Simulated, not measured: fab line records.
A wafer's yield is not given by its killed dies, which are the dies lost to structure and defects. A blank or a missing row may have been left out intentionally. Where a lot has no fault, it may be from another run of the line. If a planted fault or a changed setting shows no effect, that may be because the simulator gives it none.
Chamber matching ; flow nand_harc ; NHARC_A_BLC_ALD_23 on ald_metal-03: 4 sister chambers
The step deposits TiN, target thk 3 nm, pulse time 1 s, ald cycles 150. 4 wafers are shown with their chamber, then 9 later ones without.

## WAFERS PAIRED WITH THEIR CHAMBERS
wafer;chamber;heater_power_w (W)
L087.2;2;1060
L087.6;1;1237
L090.5;0;1218
L090.6;3;1172

## WAFERS MISSING THEIR CHAMBER
wafer;heater_power_w (W)
L091.2;1217
L091.4;1066
L091.6;1215
L094.2;1079
L094.5;1148
L094.6;1089
L097.3;1232
L097.5;1081
L097.6;1200

## CHAMBER TAKEN BY EACH
wafer;from the rows above;in truth
L091.2;can't be placed: 0 or 1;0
L091.4;2;2
L091.6;can't be placed: 0 or 1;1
L094.2;2;2
L094.5;3;3
L094.6;2;2
L097.3;can't be placed: 1 or 0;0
L097.5;2;2
L097.6;can't be placed: 0 or 3 or 1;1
Placed correctly: 5 of 9. Can't be placed from these rows: 4 (the true chamber is among the candidates in 4). 0 placed wrongly.
How it was worked out, from the rows above alone: a wafer's distance from a chamber is the root of the sum, over the readings, of the square of ((its reading less the chamber's mean) divided by the reading's scatter). The wafer belongs to the nearest chamber; if the next one is less than 2 further off, it can't be placed. For every chamber, the mean is computed from those of its wafers that are shown. The scatter: with one shown wafer a chamber, the root of the mean of the squares of how far each hidden wafer lies from its nearest shown one.
